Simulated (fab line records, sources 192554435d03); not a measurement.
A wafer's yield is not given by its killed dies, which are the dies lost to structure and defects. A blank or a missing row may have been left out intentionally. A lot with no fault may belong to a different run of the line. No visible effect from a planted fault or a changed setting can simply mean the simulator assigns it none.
A struck lot beside a sound one -- flow n5-finfet -- 16 steps out of a route of 1938
Sound: these wafers, L144.3, L144.5, L144.6. Struck: wafers L156.3, L156.4, L156.6. Last of all comes the cause.
For every step that has rows: the tool of each side, followed by ch and its chambers, followed by its first start. Under that, the readings that differ: sound wafers -- struck wafers -- difference of the means -- sigmas: that difference in standard deviations of wafers without a fault.
alike: a reading whose means differ by less than 2 such deviations, as well as words and numbers matching on both sides. not compared: withheld readings; readings where some wafer has no value; bounds like >300 that might hide an equal value; numbers whose values overlap and for which the record gives no deviation.
The two part at a step that has a row with sigmas, a row that says differs or no value, or rows on one side only. When numbers do not overlap yet have no deviation, they are printed without sigmas and do not part them. A reading that every wafer of one side lacks parts them only if that side has two wafers or more.

N5_BEOL_M0_SAQP_HM_OPEN_112: chemistry CHF3/O2, target SiO2, stops on a-Si, target depth 12 nm, time 13.5 s.
  sound on rie-diel-03 ch 0,3, day 5 23:40; struck on rie-diel-04 ch 1,3, day 8 16:13
  alike: drypump-motor-current-A, oes-product-au, rf-vpp-V, showerhead-plenum-p-Torr, throttle-valve-pct
  not compared: rf-hours-counter-h
then, 2 steps without rows for these wafers: N5_BEOL_M0_SAQP_STRIP_113 (strips in CHF3/O2); N5_BEOL_M0_SAQP_MANDREL_ETCH_20 (etches a-Si in HBr/Cl2, stops on SiNx, target depth 60 nm, bt time 10 s, time 30 s).
N5_BEOL_M0_SAQP_STRIP_86: strips in N2/H2.
  sound on rie-diel-03 ch 0,3, day 5 23:51; struck on rie-diel-04 ch 1,2, day 8 16:24
reading,sound,struck,difference,sigmas
oes-product-au (a.u.),0.74 0.74 0.68,0.97 0.86 0.85,+0.17,+2
  alike: drypump-motor-current-A, rf-vpp-V, showerhead-plenum-p-Torr, throttle-valve-pct
  not compared: rf-hours-counter-h
then, 2 steps without rows for these wafers: N5_BEOL_M0_SAQP_STRIP_115 (strips in post etch residue remover, time 60 s); N5_BEOL_M0_SAQP_SRD_93 (time 30 s).
N5_BEOL_M0_SAQP_RECESS_114: chemistry HF/NH3, target SiO2, target depth 14.4 nm, afs cycles 3, sublimation time 60 s.
  sound on vapor-etch-02 ch 0,1, day 6 00:06; struck on vapor-etch-02 ch 0,1, day 8 16:59
  alike: drypump-motor-current-A, foreline-p-Torr
N5_BEOL_M0_SAQP_SPACER1_ALD_98: deposits SiO2, target thk 12.8 nm, pulse time 1 s, purge time 2 s.
  sound on ald-sin-04 ch 1,2, day 6 00:30; struck on ald-sin-03 ch 0,2, day 8 17:33
  alike: heater-power-outer-w, heater-power-w, precursor-pulse-height-rel
  not compared: since-wet-clean-h
then, 2 steps without rows for these wafers: N5_BEOL_M0_SAQP_SPACER1_ETCHBACK_99 (etches SiO2 in CHF3/O2, target depth 15.4 nm, time 7.7 s); N5_BEOL_M0_SAQP_MANDREL1_REMOVE_100 (chemistry HBr/Cl2/O2, target a-Si, stops on SiNx, bt time 10 s).
N5_BEOL_M0_SAQP_CD_MEAS_25: target cd 13.1 nm.
  sound on cd-sem-01 ch 0, day 6 01:11; struck on cd-sem-01 ch 0, day 8 18:15
  alike: cd-nm
then, 1 step without rows for these wafers: N5_BEOL_M0_SAQP_ETCH_101 (etches SiNx in CH3F/O2, target depth 29.9 nm, time 42.7 s).
N5_BEOL_M0_SAQP_ETCH_102: etches SiO2 in CF4, target depth 4 nm, time 4.4 s.
  sound on rie-si-06 ch 0,1,3, day 6 01:19; struck on rie-si-06 ch 0,1,3, day 8 18:24
reading,sound,struck,difference,sigmas
oes-product-au (a.u.),1.015 0.992 1.015,1.287 1.288 1.248,+0.267,+13
model.etch.depth-nm (nm),4.015 4.002 4.152,5.668 5.799 5.621,+1.640,
  alike: drypump-motor-current-A, he-backside-leak-sccm, throttle-valve-pct
  not compared: rf-hours-counter-h
N5_BEOL_M0_SAQP_MANDREL_ETCH_103: etches a-Si in HBr/Cl2, stops on SiCN, target depth 45 nm, bt time 10 s, time 27 s.
  sound on rie-si-06 ch 0,1,3, day 6 01:21; struck on rie-si-06 ch 0,1,3, day 8 18:26
  alike: drypump-motor-current-A, he-backside-leak-sccm, oes-product-au, throttle-valve-pct
  not compared: rf-hours-counter-h
-- record jumps: 2 days separate the struck wafers' starts on either side; left off in module BEOL_M0_SAQP, taken up again in module BEOL_M4, whose first shown step is the route's number 1111 --
N5_BEOL_M4_RC_MEAS_101:
  sound on prober-01 ch 0, day 8 02:57; struck on prober-02 ch 0, day 11 02:26
  alike: DIBL_N, DIBL_P, IOFF_N, IOFF_P, ION_N, ION_P, SS_N, SS_P, VT_N, VT_P
N5_PASSIVATION_PROBE_49:
  rows exist in the record for the sound wafers here (prober-02, day 12 03:14), none for the struck ones

WHERE THEY PART
First at N5_BEOL_M0_SAQP_STRIP_86; last, within this record, at N5_PASSIVATION_PROBE_49.

WHY: the cause the simulator had injected
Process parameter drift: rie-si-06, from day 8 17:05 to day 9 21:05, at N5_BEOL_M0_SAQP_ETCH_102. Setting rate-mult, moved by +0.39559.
